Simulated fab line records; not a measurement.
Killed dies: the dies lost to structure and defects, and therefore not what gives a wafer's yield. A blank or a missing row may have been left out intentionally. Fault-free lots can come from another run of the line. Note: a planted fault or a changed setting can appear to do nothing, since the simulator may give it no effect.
Chamber matching / flow nand harc / 4 sister chambers for NHARC_P_CONTACT_CMP_24 on cmp-03
The step polishes, t overpolish 30 s, target thk 200 nm. 8 wafers are shown with their chamber, then 8 later ones without.

## WAFERS PAIRED WITH THEIR CHAMBERS
wafer=L077.4; chamber=1; motor current A (A)=13.7; time to endpoint s (s)=45
wafer=L078.2; chamber=2; motor current A (A)=10.5; time to endpoint s (s)=45
wafer=L086.5; chamber=0; motor current A (A)=13.7; time to endpoint s (s)=43
wafer=L086.6; chamber=3; motor current A (A)=10.8; time to endpoint s (s)=40
wafer=L091.1; chamber=2; motor current A (A)=10.2; time to endpoint s (s)=45
wafer=L091.2; chamber=1; motor current A (A)=13.3; time to endpoint s (s)=45
wafer=L091.3; chamber=0; motor current A (A)=14.6; time to endpoint s (s)=44
wafer=L093.1; chamber=3; motor current A (A)=11.4; time to endpoint s (s)=40

## WAFERS WITHOUT THEIR CHAMBER
wafer=L093.3; motor current A (A)=13.6; time to endpoint s (s)=46
wafer=L093.5; motor current A (A)=13.5; time to endpoint s (s)=46
wafer=L092.2; motor current A (A)=10.8; time to endpoint s (s)=39
wafer=L092.4; motor current A (A)=10.7; time to endpoint s (s)=46
wafer=L092.6; motor current A (A)=14.4; time to endpoint s (s)=45
wafer=L095.2; motor current A (A)=13.5; time to endpoint s (s)=46
wafer=L095.3; motor current A (A)=11.0; time to endpoint s (s)=39
wafer=L095.6; motor current A (A)=13.3; time to endpoint s (s)=44

## THE CHAMBER EACH PASSED THROUGH
wafer=L093.3; from the rows above=1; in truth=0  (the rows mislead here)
wafer=L093.5; from the rows above=1; in truth=1
wafer=L092.2; from the rows above=3; in truth=3
wafer=L092.4; from the rows above=2; in truth=2
wafer=L092.6; from the rows above=1; in truth=1
wafer=L095.2; from the rows above=1; in truth=1
wafer=L095.3; from the rows above=3; in truth=3
wafer=L095.6; from the rows above=can't be placed: 0 or 1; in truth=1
Placed correctly: 6 of 8. Can't be placed from these rows: 1 (the true chamber is among the candidates in 1). Wrongly placed: 1.
How it was worked out, from the rows above alone: a wafer's distance from a chamber is the root of the sum, over the readings, of the square of ((its reading less the chamber's mean) divided by the reading's scatter). The wafer belongs to the nearest chamber; if the next one is less than 2 further off, it can't be placed. For every chamber, the mean is computed from those of its wafers that are shown. The scatter: take each reading less its chamber's mean, square it, sum over the shown wafers, divide by the number of wafers less the number of chambers, and take the root.
